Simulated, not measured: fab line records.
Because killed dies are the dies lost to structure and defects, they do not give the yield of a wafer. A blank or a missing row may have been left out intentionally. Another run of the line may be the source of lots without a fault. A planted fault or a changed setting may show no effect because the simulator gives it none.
Which tool is to blame? -- flow n5_finfet -- Sampling: 8 lots, 22 wafers, 4 of 1938 route steps

WHAT EACH GAUGE READ, for each wafer
N5_SD_EPI_N_INSPECT_26: inspects for defects (darkfield).
lot,measured,on,raw_defect_count
L656,day 3 05:09,defect_inspect-01,163 189 202
L660,day 4 05:14,defect_inspect-01,221 210 218
L665,day 5 11:16,defect_inspect-01,221 222 251
L667,day 6 00:14,defect_inspect-01,184 227
L668,day 6 07:24,defect_inspect-02,486 581 511
L672,day 7 04:17,defect_inspect-01,173 223 183
L673,day 7 09:41,defect_inspect-01,568 528 502
L679,day 9 02:45,defect_inspect-01,128 213

WHICH TOOL RAN EACH LOT (tool, then ch and the chambers of the sampled wafers, then the start)
lot,N5_DUMMY_GATE_ETCH_42,N5_SD_EPI_N_DESCUM_14,N5_SD_EPI_N_SD_RECESS_17
L656,"rie_diel-06 ch 0,1,2, day 2 23:46","rie_diel-04 ch 0,1,3, day 3 01:11","rie_si-04 ch 0,2,3, day 3 01:52"
L660,"rie_diel-05 ch 1,2,3, day 4 00:00","rie_diel-02 ch 0,3, day 4 01:17","rie_si-02 ch 0,1, day 4 01:58"
L665,"rie_diel-01 ch 0,1,2, day 5 05:34","rie_diel-02 ch 0,1,3, day 5 07:14","rie_si-04 ch 1,2,3, day 5 07:55"
L667,"rie_diel-01 ch 3, day 5 18:52","rie_diel-03 ch 1,3, day 5 20:12","rie_si-02 ch 0,2, day 5 20:53"
L668,"rie_diel-05 ch 0,2,3, day 6 01:15","rie_diel-04 ch 0,2,3, day 6 02:56","rie_si-04 ch 1,2,3, day 6 03:38"
L672,"rie_diel-01 ch 1,2,3, day 6 22:34","rie_diel-04 ch 0,1,3, day 6 23:58","rie_si-03 ch 0,2,3, day 7 00:39"
L673,"rie_diel-06 ch 0,2, day 7 04:30","rie_diel-02 ch 0,2, day 7 05:43","rie_si-04 ch 0,2, day 7 06:23"
L679,"rie_diel-06 ch 2, day 8 20:37","rie_diel-03 ch 1,3, day 8 22:29","rie_si-02 ch 2,3, day 8 23:10"
- N5_DUMMY_GATE_ETCH_42: etches SiO2 in CHF3/O2, target depth 3.5 nm, time 31 s.
- N5_SD_EPI_N_DESCUM_14: chemistry O2, time 7.9 s.
- N5_SD_EPI_N_SD_RECESS_17: chemistry HBr/Cl2/O2, target depth 41 nm, time 23.7 s, bt time 3 s.

THE ANSWER, worked out from the rows above alone
Rule: the lots themselves supply what counts as usual. The widest of any qualifying gaps counts: lots, ordered by their means at a reading, are off when they make up no more than a third of the lots, leave a main group of 4 or more, and stand apart from it by 3 or more times the standard deviation of that group's means. If all means in a main group match to the digits the tables above print for the reading, that group is not used. Also off: a lot with no number at a reading for which 4 or more lots have one. The other lots that the step has rows for count as sound.
Off: L668, L673 (N5_SD_EPI_N_INSPECT_26, raw_defect_count). The main group: mean 200, standard deviation 20.
A tool fits if, at a process step before that reading, it ran every lot that is off, and no sound lot after the first of them. Gauges at N5_SD_EPI_N_INSPECT_26: tried the same way as those tools. One candidate fits, namely rie_si-04 at N5_SD_EPI_N_SD_RECESS_17. Its last sound lot is L665 (day 5 07:55), its first lot that is off L668 (day 6 03:38): a fault that began between those two fits.

WHAT THE SIMULATOR PUT IN
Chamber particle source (rie_si-04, N5_SD_EPI_N_SD_RECESS_17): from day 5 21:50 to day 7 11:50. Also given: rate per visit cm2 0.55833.
Lots struck among those shown: L668, L673. The rule above reached the same finding.
